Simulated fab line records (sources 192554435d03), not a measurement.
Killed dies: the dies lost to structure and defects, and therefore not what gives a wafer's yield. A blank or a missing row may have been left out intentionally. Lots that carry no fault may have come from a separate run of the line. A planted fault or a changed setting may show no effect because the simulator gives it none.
fab line records -- flow n5_finfet
record lots=3, wafers=8, last_day=14
route steps=1938 shown FIN_SAQP@108 BEOL_M4@1111 PASSIVATION@1936
lots with no fault: from the same line, run without faults
start_h: start of the lot's first displayed wafer, in hours after the record's first day -- wait_h: hours elapsed since this lot's preceding step -- " as in the row above -- L1.1+2: several wafers, shown together as one row -- - no value present, or no start provided -- * or withheld: withheld -- < > ~ a bound
route shown NAME@n: NAME is a module with steps in the file, n the number in the route of the first one -- usual: mean/standard deviation of fault-free wafers -- same: alike in all rows -- chamber/n: place in a boat -- sites: each site's reading -- _std_site: their standard deviation -- _edge_site: inner sites' mean taken away from outer sites' mean -- radius_mm: for every site, how far away it sits from the centre of the wafer -- mask NAME#n: copy n -- behind: tool/chamber where the wafer was last shaped -- hold: the reason the lot was held/the length of the hold in hours/how it ended -- device: the transistor (n, p or np) that didn't switch -- end of line: tests of these same wafers at the route's end -- step lacking rows: just its recipe -- killed: count of dies lost to structure and defects at first sort (not the wafer's yield) -- map: a wafer's dies, x killed, . not, _ none there
set.NAME: the setting that was run; set.NAME@STEP: the one run at that earlier step -- model.NAME: the simulator's own value behind a step, which no gauge read
lots seen at some steps along the route; tables by step, rows by wafer
services: a tool's chamber out of use, with start hour (start_h, from the record's first day; less than 0 if before it), hours out, and reason
## steps
# step N5_FIN_SAQP_EXPOSE_13
# recipe mask_id=FIN_CORE, na=1.35, source_shape=dipole, sigma_inner=0.538, sigma_outer=0.738, polarization=te, target_cd_nm=35.6, dose_mj=63.25
# step N5_FIN_SAQP_PEB_14
# recipe peb_temp_c=withheld, peb_time_s=60, resist=CAR-ArF
# step N5_FIN_SAQP_DEVELOP_15
# recipe develop_time_s=30, developer=TMAH, resist=CAR-ArF, dev_temp_c=23, rinse_liquid=diw, dry=air_spin
# step N5_FIN_SAQP_DESCUM_21
# recipe chemistry=O2, time_s=7.9, source_power_w=50, bias_power_w=20, pressure_mtorr=20, rf_frequency_hz=2.712e+07, temp_c=40, resist=CAR-ArF, o2_flow_sccm=225
# step N5_FIN_SAQP_ETCH_51
# recipe chemistry=CF4, target=SiARC, target_depth_a=455, mask_material=CAR-ArF, time_s=75.8, ion_energy_ev=80, pressure_mtorr=40, source_w=545, bias_w=36, Ar_flow_sccm=100, cf4_flow_sccm=100, ends=cleared
# step N5_FIN_SAQP_ETCH_52
# recipe chemistry=N2/H2, target=SOC, target_depth_a=1000, overetch_a=200, mask_material=SiARC, temp_c=40, time_s=150, ion_energy_ev=200, pressure_mtorr=30, source_w=840, bias_w=150, n2_flow_sccm=200, h2_flow_sccm=200, ends=end_point
# step N5_FIN_SAQP_STRIP_53
# recipe chemistry=N2/H2, temp_c=40, n2_flow_sccm=200, h2_flow_sccm=200, rf_frequency_hz=6e+07
# step N5_FIN_SAQP_HM_OPEN_73
# recipe chemistry=CHF3/O2, target=SiO2, stop_on=a-Si, target_depth_a=120, over_etch_frac=1.8, mask_material=SOC, time_s=16.8, pressure_mtorr=30, source_w=650, bias_w=170, Ar_flow_sccm=200, CHF3_flow_sccm=50, O2_flow_sccm=5, ion_energy_ev=200, ends=end_point
# step N5_FIN_SAQP_STRIP_74
# recipe chemistry=CHF3/O2, resist=SiARC, rf_frequency_hz=6e+07
# step N5_FIN_SAQP_MANDREL_ETCH_22
# recipe target_depth_a=600, chemistry=HBr/Cl2, target=a-Si, stop_on=SiNx, bt_time_s=10, over_etch_frac=0.5, time_s=30, pressure_mtorr=10, icp_w=800, bias_w=75, HBr_flow_sccm=150, Cl2_flow_sccm=80, ends=end_point
# usual HBr_flow_sccm=150.0/0.42, drypump_motor_current_A=5.7/0.51, oes_product_au=0.765/0.012, throttle_valve_pct=35.4/0.31
# same over_etch_frac=0.5
lot.wafer,tool,chamber,start_h,wait_h,HBr_flow_sccm,drypump_motor_current_A,oes_product_au,rf_hours_counter_h,throttle_valve_pct,model.etch.depth_nm,model.SOC_of_FIN_SAQP_COAT_49.thk_nm
L114.1,rie_si-05,1,35.13,0.0,149.0,6.5,0.775,106,35.5,58.62,76.02
L114.2,rie_si-05,0,35.13,0.0,150.4,6.2,0.749,66,35.6,60.31,74.46
L114.6,rie_si-05,0,35.13,0.0,150.0,6.2,0.769,-,35.6,60.63,74.61
L121.2,rie_si-05,3,76.67,0.0,150.2,4.9,0.646,8,35.9,45.66,87.93
L121.5,rie_si-05,3,76.67,0.0,150.5,5.0,0.754,-,35.7,60.68,76.27
L124.1,rie_si-01,3,96.82,0.0,150.5,5.4,0.766,104,35.8,60.3,75.86
L124.3,rie_si-01,1,96.82,0.0,149.3,5.3,0.764,105,34.5,58.28,75.04
L124.6,rie_si-01,1,96.82,0.0,150.1,5.3,0.758,-,34.5,59.26,74.95
# step N5_FIN_SAQP_STRIP_55
# recipe chemistry=N2/H2, power_w=500, temp_c=40, pressure_mtorr=50, rf_frequency_hz=6e+07, overash_fraction=0.3, bias_power_w=28, h2_frac=0.5, n2_flow_sccm=300, h2_flow_sccm=300
# step N5_FIN_SAQP_STRIP_23
# recipe chemistry=SPM, time_s=750, temp_c=130, h2so4_h2o2_vol_ratio=4
# step N5_FIN_SAQP_SRD_66
# recipe dry=ipa_marangoni, time_s=30, temp_c=23, rinse_liquid=diw
# step N5_FIN_SAQP_RECESS_75
# recipe chemistry=HF/NH3, target=SiO2, target_depth_a=144, afs_cycles=3, temp_c=30, sublimation_temp_c=180, sublimation_time_s=60
# step N5_FIN_SAQP_SPACER1_ALD_24
# recipe material=SiO2, target_thk_a=203, temp_c=300, ald_precursor_family=BDEAS, ald_co_reactant=O2-plasma, pulse_time_s=1, purge_time_s=2, co_reactant_purge_time_s=2, ald_cycles=218, pressure_torr=2
# step N5_FIN_SAQP_SPACER1_ETCHBACK_25
# recipe chemistry=CHF3/O2, mode=anisotropic_etchback, target=SiO2, target_depth_a=244, time_s=12.2, pressure_mtorr=30, source_w=650, bias_w=170, Ar_flow_sccm=200, CHF3_flow_sccm=50, O2_flow_sccm=5, ion_energy_ev=200
# usual drypump_motor_current_A=5.5/0.51, oes_product_au=0.77/0.099, rf_vpp_V=520/13, showerhead_plenum_p_Torr=2.41/0.059, throttle_valve_pct=18.99/0.22
lot.wafer,tool,chamber,start_h,wait_h,drypump_motor_current_A,oes_product_au,rf_hours_counter_h,rf_vpp_V,showerhead_plenum_p_Torr,throttle_valve_pct
L114.1,rie_diel-05,0,36.65,0.4,5.9,0.69,247,518,2.37,19.36
L114.2,rie_diel-05,3,36.65,0.4,6.1,0.74,144,521,2.41,18.97
L114.6,rie_diel-05,0,36.65,0.4,5.9,0.69,-,516,2.38,19.38
L121.2,rie_diel-05,0,78.19,0.4,5.9,0.35,7,517,2.37,18.79
L121.5,rie_diel-05,2,78.19,0.4,4.8,0.77,-,498,2.32,18.94
L124.1,rie_diel-03,1,102.01,0.4,5.8,0.67,244,523,2.36,19.16
L124.3,rie_diel-03,2,102.01,0.4,5.8,0.98,4,538,2.47,18.62
L124.6,rie_diel-03,1,102.01,0.4,5.8,0.67,-,523,2.36,19.16
# step N5_FIN_SAQP_MANDREL1_REMOVE_56
# recipe chemistry=HBr/Cl2/O2, bt_time_s=10, target=a-Si, stop_on=SiNx, endpoint=OES-SiCl, over_etch_frac=1, icp_w=600, bias_w=22, HBr_flow_sccm=150, Cl2_flow_sccm=80, O2_flow_sccm=5, pressure_mtorr=10
# step N5_FIN_SAQP_ETCH_57
# recipe chemistry=CH3F/O2, target=SiNx, mask_material=SiO2, target_depth_a=325, time_s=46.4, pressure_mtorr=30, source_w=395, bias_w=73, Ar_flow_sccm=150, CH3F_flow_sccm=30, O2_flow_sccm=20, ion_energy_ev=120, ends=cleared
# step N5_FIN_SAQP_ETCH_65
# recipe chemistry=CF4, target=SiO2, target_depth_a=40, ion_energy_ev=350, time_s=4.4, pressure_mtorr=10, icp_w=800, bias_w=400, cf4_flow_sccm=80
# step N5_FIN_SAQP_MANDREL_ETCH_58
# recipe chemistry=HBr/Cl2, target=a-Si, target_depth_a=450, bt_time_s=10, stop_on=SiNx, mask_material=SiO2, over_etch_frac=0.8, time_s=27, pressure_mtorr=10, icp_w=800, bias_w=75, HBr_flow_sccm=150, Cl2_flow_sccm=80, ends=end_point
# step N5_FIN_SAQP_RECESS_63
# recipe chemistry=HF/NH3, target=SiO2, target_depth_a=180, afs_cycles=3, temp_c=30, sublimation_temp_c=180, sublimation_time_s=60
# step N5_FIN_SAQP_COAT_68
# recipe resist=SOC, temp_c=250, time_s=60, spin_rpm=1500, resist_thk_nm=100
# step N5_FIN_SAQP_ETCH_69
# recipe chemistry=N2/H2, target=SOC, target_depth_a=1500, stop_on=SiNx, ion_energy_ev=100, bias_w=61, pressure_mtorr=30, source_w=850, n2_flow_sccm=200, h2_flow_sccm=200
# step N5_FIN_SAQP_ETCH_67
# recipe chemistry=CH3F/O2, target=SiNx, target_depth_a=300, mask_material=SOC, pressure_mtorr=30, source_w=395, bias_w=73, Ar_flow_sccm=150, CH3F_flow_sccm=30, O2_flow_sccm=20, ion_energy_ev=120
# step N5_FIN_SAQP_STRIP_70
# recipe chemistry=N2/H2, power_w=500, temp_c=40, pressure_mtorr=50, rf_frequency_hz=6e+07, overash_fraction=0.3, bias_power_w=28, h2_frac=0.5, n2_flow_sccm=300, h2_flow_sccm=300
# step N5_FIN_SAQP_RECESS_71
# recipe chemistry=HF/NH3, target=SiO2, target_depth_a=30, afs_cycles=1, temp_c=30, sublimation_temp_c=180, sublimation_time_s=60
# step N5_FIN_SAQP_SPACER2_ALD_28
# recipe material=SiO2, target_thk_a=81, temp_c=300, ald_precursor_family=BDEAS, ald_co_reactant=O2-plasma, pulse_time_s=1, purge_time_s=2, co_reactant_purge_time_s=2, pressure_torr=2
# step N5_FIN_SAQP_SPACER2_ETCHBACK_29
# recipe chemistry=CHF3/O2, mode=anisotropic_etchback, target=SiO2, target_depth_a=122, time_s=6.1, pressure_mtorr=30, source_w=650, bias_w=170, Ar_flow_sccm=200, CHF3_flow_sccm=50, O2_flow_sccm=5, ion_energy_ev=200
# step N5_FIN_SAQP_MANDREL2_REMOVE_60
# recipe chemistry=HBr/Cl2/O2, bt_time_s=10, target=a-Si, stop_on=SiNx, endpoint=OES-SiCl, over_etch_frac=1, icp_w=600, bias_w=22, HBr_flow_sccm=150, Cl2_flow_sccm=80, O2_flow_sccm=5, pressure_mtorr=10
# step N5_FIN_SAQP_HM_OPEN_33
# recipe chemistry=CH3F/O2, target=SiNx, mask_material=SiO2, target_depth_a=494, time_s=70.6, pressure_mtorr=30, source_w=395, bias_w=73, Ar_flow_sccm=150, CH3F_flow_sccm=30, O2_flow_sccm=20, ion_energy_ev=120, ends=cleared
# step N5_FIN_SAQP_ETCH_34
# recipe chemistry=C4F6/O2, target=SiO2, target_depth_a=450, time_s=15, ion_energy_ev=250, pressure_mtorr=30, source_w=345, bias_w=185, Ar_flow_sccm=300, C4F6_flow_sccm=10, O2_flow_sccm=10, ends=cleared
# step N5_FIN_SAQP_STRIP_77
# recipe chemistry=N2/H2, time_s=90, power_w=100, temp_c=40, pressure_mtorr=100, rf_frequency_hz=6e+07, bias_power_w=3, n2_flow_sccm=300, h2_flow_sccm=300
# step N5_FIN_SAQP_ETCH_64
# recipe chemistry=CF4, target=SiO2, target_depth_a=15, ion_energy_ev=350, pressure_mtorr=10, icp_w=800, bias_w=400, cf4_flow_sccm=80
# step N5_FIN_SAQP_FIN_ETCH_36
# recipe chemistry=HBr/Cl2/O2, target_depth_a=1200, mask_material=SiNx, time_s=50.4, bias_w=102, pressure_mtorr=10, icp_w=800, HBr_flow_sccm=150, Cl2_flow_sccm=80, O2_flow_sccm=12
# step N5_FIN_SAQP_PRECLEAN_38
# recipe chemistry=O3/DIW, time_s=45, temp_c=22, o3_ppm=10
# step N5_FIN_SAQP_INSPECT_40
# recipe inspect_instrument=brightfield, mode=aei
# usual raw_defect_count=229/59
lot.wafer,tool,chamber,start_h,wait_h,raw_defect_count
L114.1,defect_inspect-02,-,39.15,0.0,259
L114.2,defect_inspect-02,-,39.15,0.0,129
L114.6,defect_inspect-02,-,39.15,0.0,189
L121.2,defect_inspect-02,-,81.16,0.0,1808
L121.5,defect_inspect-02,-,81.16,0.0,233
L124.1,defect_inspect-01,-,106.37,0.0,197
L124.3,defect_inspect-01,-,106.37,0.0,148
L124.6,defect_inspect-01,-,106.37,0.0,140
# step N5_BEOL_M4_RC_MEAS_101
# usual DIBL_N=36.9/2.1, DIBL_P=37.1/2.5, IOFF_N=0.17/0.039, IOFF_P=0.23/0.043, ION_N=673/15, ION_P=462/9.1, SS_N=71.8/0.69, SS_P=73.6/0.74, VT_N=250/3.6, VT_P=-249.7/2.9
lot.wafer,tool,chamber,start_h,wait_h,DIBL_N[mV/V],DIBL_P[mV/V],IOFF_N[nA/um],IOFF_P[nA/um],ION_N[uA/um],ION_P[uA/um],SS_N[mV/dec],SS_P[mV/dec],VT_N[mV],VT_P[mV]
L114.1,prober-02,0,180.91,0.0,36.0,36.5,0.17,0.22,672,467,72.1,72.5,250,-250.1
L114.2,prober-02,0,180.91,0.0,34.6,35.6,0.14,0.20,663,459,71.0,72.8,253,-251.5
L114.6,prober-02,0,180.91,0.0,36.7,38.2,0.17,0.23,665,460,72.5,73.6,250,-249.4
L121.5,prober-01,0,225.34,0.6,39.5,38.2,0.20,0.27,696,471,72.6,74.0,248,-247.0
L124.1,prober-02,0,242.29,0.0,34.7,36.9,0.15,0.22,672,462,71.4,73.3,252,-248.3
L124.3,prober-02,0,242.29,0.0,36.3,38.0,0.17,0.25,668,461,72.2,73.6,253,-250.1
L124.6,prober-02,0,242.29,0.0,32.3,33.3,0.12,0.17,649,450,72.0,71.9,255,-253.8
# step N5_PASSIVATION_PROBE_49
# usual defect_limited_yield=91.3/1.4, killed_at_M0_to_M3=32/9.5, killed_at_M4_up=14/5.2, killed_at_contacts=13/5.7, killed_at_front_end=41/12, killed_at_other=3.5/2.6, killed_dies=103/17, killed_on_rim=14/4, killed_open=68/14, killed_short=32/7, sort_bin_5_function=5.0/0.91, sort_bin_6_memory=3.3/0.7, sort_n_pass=1076/17, sort_yield_pct=91.2/1.4
# same gross_dies=1180, killed_at_back_side=0, sort_bin_4_leakage[%]=0, sort_bin_8_speed[%]=0
lot.wafer,tool,chamber,start_h,wait_h,defect_limited_yield[%],killed_at_M0_to_M3,killed_at_M4_up,killed_at_contacts,killed_at_front_end,killed_at_other,killed_dies,killed_on_rim,killed_open,killed_short,sort_bin_5_function[%],sort_bin_6_memory[%],sort_n_pass,sort_yield_pct[%]
L114.1,prober-01,-,283.56,0.0,89.2,36,23,19,49,1,128,18,93,30,6.8,3.5,1052,89.2
L114.2,prober-01,-,283.61,0.1,89.8,24,22,23,49,2,120,17,76,35,5.2,4.0,1060,89.8
L114.6,prober-01,-,283.81,0.3,91.0,35,12,14,36,9,106,17,61,44,4.7,3.8,1074,91.0
L121.2,prober-02,-,331.30,0.1,0,30,17,15,1113,5,1180,152,73,44,96.6,3.0,0,0
L121.5,prober-02,-,331.45,0.2,91.4,21,16,10,53,1,101,14,56,44,4.7,3.4,1079,91.4
# killed by level:class
L114.1 FIN_SAQP:geometric_particle:open=22 MOL_CONTACT_COAG:geometric_particle:open=16 BEOL_M4:geometric_particle:open=13 BEOL_M0_SAQP:geometric_particle:short=8 BEOL_M0:geometric_particle:open=6 BEOL_M0_SAQP:geometric_particle:open=6 STI_FIN_REVEAL:geometric_particle:open=5 STARTING-WAFER:geometric_particle:open=4
L114.2 MOL_CONTACT_COAG:geometric_particle:open=21 STI_FIN_REVEAL:geometric_particle:open=9 BEOL_M4:geometric_particle:open=9 FIN_SAQP:geometric_particle:open=8 BEOL_M4:geometric_particle:short=8 HKMG_FIN:area_etch=8 STI_FIN_REVEAL:geometric_particle:short=6 BEOL_M2:geometric_particle:open=5
L114.6 FIN_SAQP:geometric_particle:open=13 BEOL_M0_SAQP:geometric_particle:short=13 MOL_CONTACT_COAG:geometric_particle:open=10 BEOL_M0_SAQP:geometric_particle:open=10 BEOL_M4:geometric_particle:open=6 BEOL_M3:geometric_particle:open=6 MIM_TOP:geometric_particle:short=5 STI_FIN_REVEAL:geometric_particle:open=4
L121.2 FIN_SAQP:area_etch=1061 FIN_SAQP:geometric_particle:open=19 BEOL_M4:geometric_particle:open=12 FIN_SAQP:geometric_particle:short=11 MOL_CONTACT_COAG:geometric_particle:open=11 STI_FIN_REVEAL:geometric_particle:open=9 BEOL_M0_SAQP:geometric_particle:short=8 BEOL_M0_SAQP:geometric_particle:open=6
L121.5 FIN_SAQP:geometric_particle:open=19 FIN_SAQP:geometric_particle:short=16 MOL_CONTACT_COAG:geometric_particle:open=8 BEOL_M4:geometric_particle:open=8 BEOL_M0_SAQP:geometric_particle:short=5 BEOL_M2:geometric_particle:short=5 BEOL_M0_SAQP:geometric_particle:open=4 STARTING-WAFER:geometric_particle:short=4
# map L121.2 (x killed, . not)
_________________xxxxxxxxxxxx________________
______________xxxxxxxxxxxxxxxxxx_____________
___________xxxxxxxxxxxxxxxxxxxxxxxx__________
__________xxxxxxxxxxxxxxxxxxxxxxxxxx_________
________xxxxxxxxxxxxxxxxxxxxxxxxxxxxxx_______
_______xxxxxxxxxxxxxxxxxxxxxxxxxxxxxxxx______
______xxxxxxxxxxxxxxxxxxxxxxxxxxxxxxxxxx_____
_____xxxxxxxxxxxxxxxxxxxxxxxxxxxxxxxxxxxx____
____xxxxxxxxxxxxxxxxxxxxxxxxxxxxxxxxxxxxxx___
___xxxxxxxxxxxxxxxxxxxxxxxxxxxxxxxxxxxxxxxx__
___xxxxxxxxxxxxxxxxxxxxxxxxxxxxxxxxxxxxxxxx__
__xxxxxxxxxxxxxxxxxxxxxxxxxxxxxxxxxxxxxxxxxx_
__xxxxxxxxxxxxxxxxxxxxxxxxxxxxxxxxxxxxxxxxxx_
_xxxxxxxxxxxxxxxxxxxxxxxxxxxxxxxxxxxxxxxxxxxx
_xxxxxxxxxxxxxxxxxxxxxxxxxxxxxxxxxxxxxxxxxxxx
_xxxxxxxxxxxxxxxxxxxxxxxxxxxxxxxxxxxxxxxxxxxx
_xxxxxxxxxxxxxxxxxxxxxxxxxxxxxxxxxxxxxxxxxxxx
_xxxxxxxxxxxxxxxxxxxxxxxxxxxxxxxxxxxxxxxxxxxx
_xxxxxxxxxxxxxxxxxxxxxxxxxxxxxxxxxxxxxxxxxxxx
_xxxxxxxxxxxxxxxxxxxxxxxxxxxxxxxxxxxxxxxxxxxx
_xxxxxxxxxxxxxxxxxxxxxxxxxxxxxxxxxxxxxxxxxxxx
__xxxxxxxxxxxxxxxxxxxxxxxxxxxxxxxxxxxxxxxxxx_
__xxxxxxxxxxxxxxxxxxxxxxxxxxxxxxxxxxxxxxxxxx_
___xxxxxxxxxxxxxxxxxxxxxxxxxxxxxxxxxxxxxxxx__
___xxxxxxxxxxxxxxxxxxxxxxxxxxxxxxxxxxxxxxxx__
____xxxxxxxxxxxxxxxxxxxxxxxxxxxxxxxxxxxxxx___
_____xxxxxxxxxxxxxxxxxxxxxxxxxxxxxxxxxxxx____
______xxxxxxxxxxxxxxxxxxxxxxxxxxxxxxxxxx_____
_______xxxxxxxxxxxxxxxxxxxxxxxxxxxxxxxx______
________xxxxxxxxxxxxxxxxxxxxxxxxxxxxxx_______
__________xxxxxxxxxxxxxxxxxxxxxxxxxx_________
___________xxxxxxxxxxxxxxxxxxxxxxxx__________
______________xxxxxxxxxxxxxxxxxx_____________
_________________xxxxxxxxxxxx________________
# map L114.1 (x killed, . not)
_________________.x..x..x....________________
______________....x............._____________
___________..x..........xx.........__________
__________.......x..........xx.....x_________
________x.....x.x....................._______
_______............x...x.........x.....______
______...........xx..x.................._____
_____.....x..............x..x............____
____...............................x......___
___.....x.....x...x..x......x.........x....__
___...................................x....__
__.....x........................x.........x._
__.............xx...................x......._
_...x.x.......................x..x..x.....x..
_..x.......x..x........x......x.....x....x...
_...x................................x.......
_.....x....x.....x.....x..............xx....x
_...x...............x....xx.....x............
_...............x................xx.x........
_.........x.......x..........xx........x.....
_....x.........x......x....................x.
__........x.....x..x..x...x..x....x.x.....x._
__x........x.........xx.......x............x_
___...x..x............x....xx..x.......x...__
___x........x..............x.......x.......__
____.x.....x.............x..x............x___
_____......x.........x................x..____
______....................xxx..........._____
_______...x......x.................x...______
________.x.......x................x..._______
__________...............x.....x...._________
___________....x...................__________
______________.........xx......._____________
_________________..x..x.....x________________
## services
tool,chamber,start_h,hours,kind
rie_diel-05,0,42.73,-,clean
rie_diel-05,0,42.73,-,consumable_replace:focus_ring
rie_diel-05,0,42.73,14.6,scheduled_down
rie_diel-05,0,42.73,14.6,vent_cycle
rie_si-01,0,52.51,6.1,repair
rie_si-01,3,56.00,24.3,repair
rie_diel-03,2,58.66,-,clean
rie_diel-03,2,58.66,-,consumable_replace:focus_ring
rie_diel-03,2,58.66,30.3,scheduled_down
rie_diel-03,2,58.66,30.3,vent_cycle
rie_diel-05,1,69.95,-,clean
rie_diel-05,1,69.95,-,consumable_replace:focus_ring
rie_diel-03,0,77.63,53.1,repair
rie_si-05,3,96.32,5.7,repair
rie_diel-03,2,97.15,3.3,repair
## key
first_sign step=N5_FIN_SAQP_MANDREL_ETCH_22, reading=oes_product_au, direction=down, sigmas=9.6, usual=0.765, struck=0.646
effect step=N5_FIN_SAQP_SPACER1_ETCHBACK_25, reading=oes_product_au, direction=down, sigmas=4.2, usual=0.77, struck=0.35
effect step=N5_FIN_SAQP_INSPECT_40, reading=raw_defect_count, direction=up, sigmas=27, usual=229, struck=1808
effect step=N5_PASSIVATION_PROBE_49, reading=sort_bin_5_function, direction=up, sigmas=99+, usual=5.0, struck=96.6
model_effect step=N5_FIN_SAQP_MANDREL_ETCH_22, value=etch.depth_nm, without=59.63, struck=45.66
more_kills_born_at N5_FIN_SAQP_MANDREL_ETCH_22@rie_si-05=1061
met_at N5_FIN_SAQP_MANDREL_ETCH_22
struck_wafers L121.2
later_rows_left_out L121.2
onset_between 35.13 76.67
fault kind=process_parameter_drift, tool=rie_si-05, chamber=-, onset_h=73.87, steps=N5_FIN_SAQP_MANDREL_ETCH_22, channel=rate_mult, offset=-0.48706, shape=step, end_h=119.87, scope=struck_wafers_only
# later_rows_left_out: the simulator's readings of these wafers behind a module that went badly wrong aren't trusted and aren't shown, but for the sort
